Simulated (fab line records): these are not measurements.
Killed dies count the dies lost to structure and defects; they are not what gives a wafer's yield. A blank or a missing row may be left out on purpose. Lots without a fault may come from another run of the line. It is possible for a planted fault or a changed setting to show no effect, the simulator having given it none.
fab line records	flow n5-finfet	part 1 of 2: steps 1 to 20 of 32
record lots=5	wafers=15	last-day=17
route steps=1938 shown BEOL_M13@1690 BEOL_M14@1716
lots that met no fault: from a run of the same line without faults
start-h: start of the lot's first displayed wafer, in hours after the record's first day	wait-h: how many hours have passed since the lot's step before this one	" repeats the value in the row above	L1.1+2: a single row standing in for several wafers	- value missing, or start not given	* or withheld: withheld	< > ~ a bound
route shown NAME@n: a module of which the file shows steps, and the number in the route of the first	usual: the fault-free wafers' mean and standard deviation	same: alike in all rows	chamber/n: place in a boat	sites: each site's reading	_std_site: standard deviation across them	_edge_site: the outer-site mean with the inner-site mean subtracted	radius-mm: for every site, how far away it sits from the centre of the wafer	mask NAME#n: copy n	behind: the last tool/chamber to shape the wafer	hold: cause of the lot's hold/its duration in hours/its outcome	device: names the non-switching transistor (n, p or np)	end of line: the route-end tests of the same wafers	a step with no rows: only its recipe	killed: dies lost to structure and defects at the first sort, not the wafer's yield	map: a wafer's dies, marking killed ones x, the rest . and places with no die _
set.NAME: the setting that was run; set.NAME@STEP: the one run at that earlier step	model.NAME: the simulator's own value behind a step, which no gauge read
lots at selected steps of the route; one table per step, one row per wafer
services: from which hour (start-h, from the record's first day; less than 0 if before it) a tool's chamber was out of use, for how many hours, and why
## steps
# step N5_BEOL_M13_OVL_MEAS_29
# recipe points-per-wafer=44
# usual M13_OVL=2/5.2
lot.wafer	tool	chamber	start-h	wait-h	M13_OVL[nm]
L077.2	overlay-01	0	285.35	0.0	3
L077.4	"	0	"	"	-8
L077.6	"	0	"	"	3
L087.1	overlay-02	0	338.57	0.0	4
L087.2	"	0	"	"	3
L087.4	"	0	"	"	-1
L091.1	overlay-01	0	363.63	0.0	3
L091.2	"	0	"	"	10
L091.4	"	0	"	"	12
L093.2	overlay-01	0	366.45	0.0	-3
L093.3	"	0	"	"	5
L093.6	"	0	"	"	-1
L095.1	overlay-02	0	378.20	0.0	8
L095.4	"	0	"	"	4
L095.6	"	0	"	"	8
# step N5_BEOL_M13_INSPECT_30
# recipe mode=adi	inspect-instrument=macro
# usual raw-defect-count=1.9/1.4
lot.wafer	tool	chamber	start-h	wait-h	raw-defect-count
L077.2	defect-inspect-01	-	285.38	0.0	0
L077.4	"	-	"	"	0
L077.6	"	-	"	"	3
L087.1	defect-inspect-01	-	338.59	0.0	1
L087.2	"	-	"	"	3
L087.4	"	-	"	"	3
L091.1	defect-inspect-02	-	363.65	0.0	3
L091.2	"	-	"	"	0
L091.4	"	-	"	"	3
L093.2	defect-inspect-02	-	366.47	0.0	1
L093.3	"	-	"	"	3
L093.6	"	-	"	"	1
L095.1	defect-inspect-01	-	378.23	0.0	4
L095.4	"	-	"	"	2
L095.6	"	-	"	"	7
# step N5_BEOL_M13_DESCUM_33
# recipe chemistry=O2	time-s=7.9	source-power-w=50	bias-power-w=20	pressure-mtorr=20	rf-frequency-hz=2.712e+07	temp-c=40	o2-flow-sccm=225
# usual drypump-motor-current-A=5.7/0.44	oes-product-au=0.76/0.06	rf-vpp-V=242.9/1.4	showerhead-plenum-p-Torr=2.07/0.074	throttle-valve-pct=20.38/0.19
lot.wafer	tool	chamber	start-h	wait-h	drypump-motor-current-A	oes-product-au	rf-hours-counter-h	rf-vpp-V	showerhead-plenum-p-Torr	throttle-valve-pct
L077.2	rie-diel-03	0	285.41	0.0	5.4	0.74	198	242.6	2.08	20.35
L077.4	"	3	"	"	5.1	0.79	122	245.3	2.19	20.43
L077.6	"	1	"	"	5.3	0.84	-	242.9	2.02	20.18
L087.1	rie-diel-06	2	338.63	0.0	6.0	0.74	155	244.9	2.11	20.79
L087.2	"	0	"	"	5.9	0.70	210	244.7	2.15	20.26
L087.4	"	2	"	"	6.0	0.73	-	242.0	2.11	20.76
L091.1	rie-diel-06	3	363.69	0.0	5.7	0.71	206	244.3	2.14	20.33
L091.2	"	1	"	"	5.5	0.74	171	239.6	1.92	20.55
L091.4	"	0	"	"	5.9	0.70	217	244.6	2.15	20.26
L093.2	rie-diel-06	0	366.51	0.0	5.9	0.71	218	244.1	2.15	20.27
L093.3	"	1	"	"	5.5	0.75	171	240.2	1.92	20.54
L093.6	"	2	"	"	6.1	0.73	-	242.1	2.11	20.80
L095.1	rie-diel-05	1	378.33	0.1	6.5	0.82	63	242.2	2.04	20.30
L095.4	"	2	"	"	4.9	0.79	108	243.1	2.11	20.33
L095.6	"	0	"	"	5.6	0.92	-	241.6	2.06	20.36
# step N5_BEOL_M13_ETCH_67
# recipe chemistry=CF4	target=SiARC	target-depth-a=1430	time-s=238.3	ion-energy-ev=80	pressure-mtorr=40	source-w=545	bias-w=36	Ar_flow_sccm=100	cf4-flow-sccm=100	ends=cleared
# usual cf4-flow-sccm=100.0/0.31	drypump-motor-current-A=5.7/0.43	etch-rf-on-time-s=238/5.7	oes-product-au=0.65/0.052	rf-vpp-V=183.9/1.2	showerhead-plenum-p-Torr=2.13/0.074	throttle-valve-pct=15.61/0.16
lot.wafer	tool	chamber	start-h	wait-h	cf4-flow-sccm	drypump-motor-current-A	etch-rf-on-time-s	oes-product-au	rf-hours-counter-h	rf-vpp-V	showerhead-plenum-p-Torr	throttle-valve-pct
L077.2	rie-diel-03	0	285.45	0.0	99.7	5.5	240	0.62	198	183.9	2.12	15.55
L077.4	"	3	"	"	100.2	5.1	251	0.65	123	186.4	2.24	15.69
L077.6	"	1	"	"	100.4	5.4	231	0.72	-	183.6	2.09	15.41
L087.1	rie-diel-06	2	338.66	0.0	99.7	6.0	239	0.63	155	182.9	2.14	15.88
L087.2	"	0	"	"	99.7	5.9	233	0.62	210	185.9	2.21	15.61
L087.4	"	2	"	"	99.6	6.1	239	0.63	-	182.7	2.14	15.87
L091.1	rie-diel-06	3	363.72	0.0	100.1	5.7	245	0.60	206	184.2	2.21	15.69
L091.2	"	1	"	"	100.0	5.5	234	0.65	171	182.2	1.97	15.81
L091.4	"	0	"	"	99.8	5.8	234	0.61	217	185.5	2.21	15.62
L093.2	rie-diel-06	0	366.54	0.0	100.6	5.9	236	0.61	218	184.6	2.21	15.61
L093.3	"	1	"	"	100.3	5.5	233	0.64	171	182.5	1.97	15.82
L093.6	"	2	"	"	100.1	6.0	241	0.63	-	184.5	2.14	15.90
L095.1	rie-diel-05	1	378.37	0.0	100.0	6.5	238	0.70	63	183.2	2.08	15.45
L095.4	"	2	"	"	99.5	4.8	235	0.68	108	185.8	2.17	15.59
L095.6	"	0	"	"	99.7	5.6	237	0.80	-	184.0	2.11	15.41
# step N5_BEOL_M13_ETCH_68
# recipe chemistry=N2/H2	target=SOC	mask-material=SiARC	source-w=3000	bias-w=350	temp-c=40	time-s=355	ion-energy-ev=200	pressure-mtorr=30	n2-flow-sccm=200	h2-flow-sccm=200
# usual drypump-motor-current-A=5.7/0.44	oes-product-au=0.76/0.06	rf-vpp-V=523.2/2.8	showerhead-plenum-p-Torr=2.52/0.09	throttle-valve-pct=17.74/0.23
lot.wafer	tool	chamber	start-h	wait-h	drypump-motor-current-A	oes-product-au	rf-hours-counter-h	rf-vpp-V	showerhead-plenum-p-Torr	throttle-valve-pct
L077.2	rie-diel-03	0	285.59	0.1	5.5	0.73	198	521.7	2.53	17.68
L077.4	"	3	"	"	5.1	0.79	123	526.8	2.66	17.82
L077.6	"	1	"	"	5.4	0.84	-	521.7	2.45	17.37
L087.1	rie-diel-06	2	338.81	0.1	6.0	0.74	155	525.5	2.55	18.15
L087.2	"	0	"	"	5.9	0.71	210	525.5	2.64	17.67
L087.4	"	2	"	"	6.0	0.74	-	523.1	2.55	18.13
L091.1	rie-diel-06	3	363.87	0.1	5.7	0.71	206	526.0	2.61	17.76
L091.2	"	1	"	"	5.5	0.76	171	518.3	2.34	18.09
L091.4	"	0	"	"	5.9	0.70	217	525.8	2.63	17.68
L093.2	rie-diel-06	0	366.69	0.1	5.9	0.71	218	526.7	2.63	17.70
L093.3	"	1	"	"	5.5	0.76	172	517.1	2.34	18.09
L093.6	"	2	"	"	6.0	0.74	-	523.5	2.54	18.16
L095.1	rie-diel-05	1	378.51	0.1	6.5	0.82	63	520.8	2.47	17.62
L095.4	"	2	"	"	4.8	0.80	108	524.9	2.56	17.59
L095.6	"	0	"	"	5.6	0.94	-	522.3	2.49	17.56
# step N5_BEOL_M13_STRIP_69
# recipe chemistry=N2/H2	temp-c=40	n2-flow-sccm=200	h2-flow-sccm=200	rf-frequency-hz=6e+07
lot.wafer	tool	chamber	start-h	wait-h
L077.2+4+6	rie-diel-03	0,3,1	285.80	0.1
L087.1+2+4	rie-diel-06	2,0,2	339.02	0.1
L091.1+2+4	rie-diel-06	3,1,0	364.08	0.1
L093.2+3+6	rie-diel-06	0,1,2	366.90	0.1
L095.1+4+6	rie-diel-05	1,2,0	378.72	0.1
# step N5_BEOL_M13_TRENCH_ETCH_34
# recipe chemistry=C4F8/O2/Ar	target=SiOC	target-depth-a=4134.7	mask-material=SOC	pressure-mtorr=30	source-w=3000	bias-w=700	Ar_flow_sccm=400	C4F8_flow_sccm=15	O2_flow_sccm=8	he-inner-torr=15	he-outer-torr=30	time-s=162.6	ion-energy-ev=250
# usual drypump-motor-current-A=5.7/0.44	oes-product-au=0.76/0.059	rf-vpp-V=665/3.3	showerhead-plenum-p-Torr=3.39/0.12	throttle-valve-pct=24.14/0.2
lot.wafer	tool	chamber	start-h	wait-h	drypump-motor-current-A	oes-product-au	rf-hours-counter-h	rf-vpp-V	showerhead-plenum-p-Torr	throttle-valve-pct
L077.2	rie-diel-03	0	285.81	0.0	5.5	0.73	198	665	3.37	23.92
L077.4	"	3	"	"	5.1	0.78	123	670	3.57	24.25
L077.6	"	1	"	"	5.4	0.84	-	663	3.34	24.06
L087.1	rie-diel-06	2	339.03	0.0	6.1	0.73	155	667	3.43	24.55
L087.2	"	0	"	"	5.9	0.71	210	670	3.49	23.90
L087.4	"	2	"	"	6.1	0.74	-	666	3.43	24.54
L091.1	rie-diel-06	3	364.09	0.0	5.7	0.72	206	669	3.54	24.30
L091.2	"	1	"	"	5.5	0.76	171	657	3.13	24.22
L091.4	"	0	"	"	5.9	0.70	217	667	3.49	23.93
L093.2	rie-diel-06	0	366.91	0.0	5.9	0.71	218	669	3.49	23.92
L093.3	"	1	"	"	5.6	0.76	172	658	3.13	24.23
L093.6	"	2	"	"	6.0	0.73	-	664	3.43	24.57
L095.1	rie-diel-05	1	378.73	0.0	6.5	0.81	63	664	3.33	24.08
L095.4	"	2	"	"	4.9	0.80	108	666	3.47	24.23
L095.6	"	0	"	"	5.6	0.93	-	665	3.35	24.01
# step N5_BEOL_M13_STRIP_70
# recipe chemistry=C4F8/O2/Ar	resist=SiARC	rf-frequency-hz=6e+07
lot.wafer	tool	chamber	start-h	wait-h
L077.2+4+6	rie-diel-03	0,3,1	285.95	0.1
L087.1+2+4	rie-diel-06	2,0,2	339.16	0.1
L091.1+2+4	rie-diel-06	3,1,0	364.23	0.1
L093.2+3+6	rie-diel-06	0,1,2	367.04	0.1
L095.1+4+6	rie-diel-05	1,2,0	378.87	0.1
# step N5_BEOL_M13_OCD_MEAS_35
# usual trench-depth-nm=411/6.7
lot.wafer	tool	chamber	start-h	wait-h	trench-depth-nm
L077.2	ocd-01	-	286.00	0.0	414
L077.4	"	-	"	"	406
L077.6	"	-	"	"	423
L087.1	ocd-02	-	339.20	0.0	407
L087.2	"	-	"	"	404
L087.4	"	-	"	"	410
L091.1	ocd-02	-	364.27	0.0	406
L091.2	"	-	"	"	420
L091.4	"	-	"	"	401
L093.2	ocd-02	-	367.09	0.0	405
L093.3	"	-	"	"	420
L093.6	"	-	"	"	410
L095.1	ocd-02	-	378.91	0.0	410
L095.4	"	-	"	"	415
L095.6	"	-	"	"	412
# step N5_BEOL_M13_STRIP_37
# recipe chemistry=N2/H2	power-w=1000	temp-c=250	h2-frac=0.65	overash-fraction=0.3	pressure-mtorr=withheld	n2-flow-sccm=1750	h2-flow-sccm=3250
# usual drypump-motor-current-A=5.8/0.32	heater-power-w=318/34	oes-product-au=0.785/0.011
lot.wafer	tool	chamber	start-h	wait-h	drypump-motor-current-A	heater-power-w	oes-product-au	rf-hours-counter-h
L077.2	plasma-asher-02	0	286.04	0.0	6.1	335	0.788	130
L077.4	"	0	"	"	6.1	333	0.797	-
L077.6	"	1	"	"	5.8	315	0.760	-
L087.1	plasma-asher-02	0	339.24	0.0	6.2	328	0.790	140
L087.2	"	1	"	"	5.8	310	0.800	140
L087.4	"	1	"	"	5.7	315	0.795	-
L091.1	plasma-asher-02	1	364.31	0.0	5.8	317	0.793	146
L091.2	"	0	"	"	6.2	333	0.765	146
L091.4	"	0	"	"	6.2	331	0.797	-
L093.2	plasma-asher-01	0	367.12	0.0	5.2	364	0.782	93
L093.3	"	1	"	"	5.6	263	0.779	-
L093.6	"	1	"	"	5.7	256	0.796	-
L095.1	plasma-asher-01	0	378.95	0.0	5.2	365	0.779	95
L095.4	"	1	"	"	5.6	260	0.775	-
L095.6	"	1	"	"	5.6	260	0.789	-
# step N5_BEOL_M13_ETCH_38
# recipe chemistry=CF4/N2	target=SiCN	target-depth-a=675	taper-deg=2	time-s=71.9	ion-energy-ev=150	mask-material=SiO2	pressure-mtorr=40	source-w=430	bias-w=70	Ar_flow_sccm=100	cf4-flow-sccm=60	n2-flow-sccm=60
# usual cf4-flow-sccm=60.00/0.18	drypump-motor-current-A=5.7/0.36	oes-product-au=0.75/0.045	rf-vpp-V=381.9/2.2	showerhead-plenum-p-Torr=2.20/0.086	throttle-valve-pct=15.47/0.16
lot.wafer	tool	chamber	start-h	wait-h	cf4-flow-sccm	drypump-motor-current-A	oes-product-au	rf-hours-counter-h	rf-vpp-V	showerhead-plenum-p-Torr	throttle-valve-pct
L077.2	rie-diel-03	0	286.13	-	59.90	5.5	0.73	199	382.0	2.18	15.36
L077.4	"	3	"	"	59.90	5.1	0.77	123	384.2	2.31	15.50
L077.6	"	0	"	"	59.99	5.5	0.73	-	383.0	2.18	15.37
L087.1	rie-diel-03	0	345.39	-	60.08	5.4	0.72	218	380.4	2.18	15.42
L087.2	"	2	"	"	60.30	6.2	0.71	217	379.9	2.10	15.29
L087.4	"	1	"	"	60.27	5.4	0.82	91	379.5	2.14	15.24
L091.1	rie-diel-06	2	366.23	-	60.02	6.0	0.72	164	381.3	2.21	15.72
L091.2	"	3	"	"	60.03	5.7	0.70	207	383.1	2.28	15.56
L091.4	"	1	"	"	59.88	5.5	0.75	171	379.1	2.03	15.64
L093.2	rie-diel-06	0	369.90	-	59.83	5.9	0.71	218	384.1	2.27	15.43
L093.3	"	2	"	"	59.84	6.0	0.72	165	381.4	2.21	15.73
L093.6	"	2	"	"	59.71	6.1	0.73	-	381.7	2.21	15.74
L095.1	rie-diel-03	2	379.64	-	60.43	6.1	0.72	227	379.0	2.10	15.30
L095.4	"	3	"	"	60.14	5.1	0.75	155	383.0	2.30	15.55
L095.6	"	3	"	"	59.97	5.1	0.75	-	384.8	2.30	15.54
# step N5_BEOL_M13_PRECLEAN_39
# recipe chemistry=residue-remover	time-s=60	temp-c=40
lot.wafer	tool	chamber	start-h	wait-h
L077.2+4+6	wet-bench-04	6,1,0	286.25	0.1
L087.1+2+4	wet-bench-04	2,0,4	345.52	0.1
L091.1+2+4	wet-bench-05	5,7,6	366.36	0.1
L093.2+3+6	wet-bench-06	5,3,1	370.03	0.1
L095.1+4+6	wet-bench-06	5,2,0	379.79	0.1
# step N5_BEOL_M13_SRD_40
# recipe time-s=30	temp-c=23	rinse-liquid=diw	dry=n2-spin	spin-rpm=1500	dry-time-s=30
lot.wafer	tool	chamber	start-h	wait-h
L077.2+4+6	wet-bench-04	6,1,0	286.28	0.0
L087.1+2+4	wet-bench-04	2,0,4	345.54	0.0
L091.1+2+4	wet-bench-05	5,7,6	366.38	0.0
L093.2+3+6	wet-bench-06	5,3,1	370.05	0.0
L095.1+4+6	wet-bench-06	5,2,0	379.81	0.0
# step N5_BEOL_M13_DEGAS_41
# recipe ambient=vacuum	temp-c=250	time-s=60
# usual heater-power-w=344/35
lot.wafer	tool	chamber	start-h	wait-h	heater-power-w
L077.2	pvd-sputter-03	-	286.63	0.3	386
L077.4	"	-	"	"	307
L077.6	"	-	"	"	377
L087.1	pvd-sputter-02	-	345.63	0.1	394
L087.2	"	-	"	"	329
L087.4	"	-	"	"	315
L091.1	pvd-sputter-01	-	366.87	0.5	379
L091.2	"	-	"	"	382
L091.4	"	-	"	"	351
L093.2	pvd-sputter-02	-	370.33	0.3	406
L093.3	"	-	"	"	322
L093.6	"	-	"	"	313
L095.1	pvd-sputter-02	-	380.06	0.2	318
L095.4	"	-	"	"	272
L095.6	"	-	"	"	305
# step N5_BEOL_M13_PRE_CLEAN_42
# recipe gas=H2/He	time-s=30	temp-c=250
# usual heater-power-w=345/36
lot.wafer	tool	chamber	start-h	wait-h	heater-power-w
L077.2	pvd-sputter-03	-	286.67	0.0	384
L077.4	"	-	"	"	319
L077.6	"	-	"	"	381
L087.1	pvd-sputter-02	-	345.67	0.0	403
L087.2	"	-	"	"	338
L087.4	"	-	"	"	314
L091.1	pvd-sputter-01	-	366.91	0.0	391
L091.2	"	-	"	"	379
L091.4	"	-	"	"	348
L093.2	pvd-sputter-02	-	370.37	0.0	393
L093.3	"	-	"	"	319
L093.6	"	-	"	"	322
L095.1	pvd-sputter-02	-	380.10	0.0	313
L095.4	"	-	"	"	261
L095.6	"	-	"	"	318
# step N5_BEOL_M13_SPUTTER_43
# recipe material=TaN	target-thk-a=150	temp-c=50	bias-v=168.6	power-w=15000	chamber-pressure-pa=0.12	time-s=24.19
# usual substrate-temp-c=50.01/0.12	throttle-valve-pct=30.2/1.1
lot.wafer	tool	chamber	start-h	wait-h	substrate-temp-c	throttle-valve-pct
L077.2	pvd-sputter-03	-	286.71	0.0	49.88	30.4
L077.4	"	-	"	"	50.25	31.0
L077.6	"	-	"	"	49.97	30.5
L087.1	pvd-sputter-02	-	345.71	0.0	49.93	27.9
L087.2	"	-	"	"	50.07	29.7
L087.4	"	-	"	"	49.91	29.5
L091.1	pvd-sputter-01	-	366.95	0.0	49.99	31.6
L091.2	"	-	"	"	50.07	29.8
L091.4	"	-	"	"	50.04	30.8
L093.2	pvd-sputter-02	-	370.41	0.0	50.00	28.1
L093.3	"	-	"	"	50.20	29.6
L093.6	"	-	"	"	50.00	29.4
L095.1	pvd-sputter-02	-	380.14	0.0	49.93	29.4
L095.4	"	-	"	"	50.17	29.9
L095.6	"	-	"	"	49.94	29.4
# step N5_BEOL_M13_SPUTTER_44
# recipe material=Ta	target-thk-a=100	temp-c=50	bias-v=80	power-w=15000	chamber-pressure-pa=0.07	time-s=16.13
# usual substrate-temp-c=50.01/0.11	throttle-valve-pct=30.2/1
lot.wafer	tool	chamber	start-h	wait-h	substrate-temp-c	throttle-valve-pct
L077.2	pvd-sputter-03	-	286.79	0.0	50.08	30.5
L077.4	"	-	"	"	50.09	31.3
L077.6	"	-	"	"	50.16	30.4
L087.1	pvd-sputter-02	-	345.79	0.0	49.95	28.1
L087.2	"	-	"	"	50.24	29.4
L087.4	"	-	"	"	50.17	29.2
L091.1	pvd-sputter-01	-	367.03	0.0	50.08	31.7
L091.2	"	-	"	"	50.04	29.7
L091.4	"	-	"	"	49.74	30.8
L093.2	pvd-sputter-02	-	370.49	0.0	50.00	28.0
L093.3	"	-	"	"	50.15	29.6
L093.6	"	-	"	"	50.02	29.2
L095.1	pvd-sputter-02	-	380.22	0.0	50.03	29.4
L095.4	"	-	"	"	49.80	30.0
L095.6	"	-	"	"	50.03	29.3
# step N5_BEOL_M13_SPUTTER_45
# recipe material=Cu	target-thk-a=800	temp-c=-20	bias-v=60	power-w=26000	chamber-pressure-pa=0.13	time-s=13.33
# usual substrate-temp-c=-20.01/0.11	throttle-valve-pct=30.2/1.1
lot.wafer	tool	chamber	start-h	wait-h	substrate-temp-c	throttle-valve-pct
L077.2	pvd-sputter-03	-	286.87	0.0	-20.01	30.2
L077.4	"	-	"	"	-20.05	31.0
L077.6	"	-	"	"	-19.98	30.6
L087.1	pvd-sputter-02	-	345.87	0.0	-20.09	28.1
L087.2	"	-	"	"	-20.18	29.8
L087.4	"	-	"	"	-19.86	29.5
L091.1	pvd-sputter-01	-	367.11	0.0	-19.98	31.5
L091.2	"	-	"	"	-20.05	29.4
L091.4	"	-	"	"	-20.10	30.7
L093.2	pvd-sputter-02	-	370.57	0.0	-20.02	28.1
L093.3	"	-	"	"	-20.03	29.4
L093.6	"	-	"	"	-20.12	29.3
L095.1	pvd-sputter-02	-	380.30	0.0	-20.00	29.2
L095.4	"	-	"	"	-20.07	29.9
L095.6	"	-	"	"	-20.06	29.4
# step N5_BEOL_M13_ECD_47
# recipe material=Cu	target-thk-a=9360
lot.wafer	tool	chamber	start-h	wait-h
L077.2+4+6	ecd-cu-01	0	286.98	0.1
L087.1+2+4	ecd-cu-01	0,1,0	345.99	0.1
L091.1+2+4	ecd-cu-01	1,0,0	367.23	0.1
L093.2+3+6	ecd-cu-02	1,1,0	370.69	0.1
L095.1+4+6	ecd-cu-01	0,1,1	380.42	0.1
# step N5_BEOL_M13_ANNEAL_48
# recipe temp-c=225	time-s=90	ambient=N2
# usual wafer_temp_C_max=225.9/0.34
lot.wafer	tool	chamber	start-h	wait-h	wafer_temp_C_max
L077.2	rtp-anneal-02	0	287.35	0.3	226.2
L077.4	"	0	"	"	226.2
L077.6	"	0	"	"	226.3
L087.1	rtp-anneal-02	0	346.18	0.1	226.1
L087.2	"	0	"	"	226.4
L087.4	"	0	"	"	226.1
L091.1	rtp-anneal-01	0	367.52	0.2	226.0
L091.2	"	0	"	"	226.0
L091.4	"	0	"	"	225.6
L093.2	rtp-anneal-01	0	370.90	0.2	226.0
L093.3	"	0	"	"	225.6
L093.6	"	0	"	"	225.7
L095.1	rtp-anneal-01	0	380.83	0.4	225.9
L095.4	"	0	"	"	225.9
L095.6	"	0	"	"	225.6
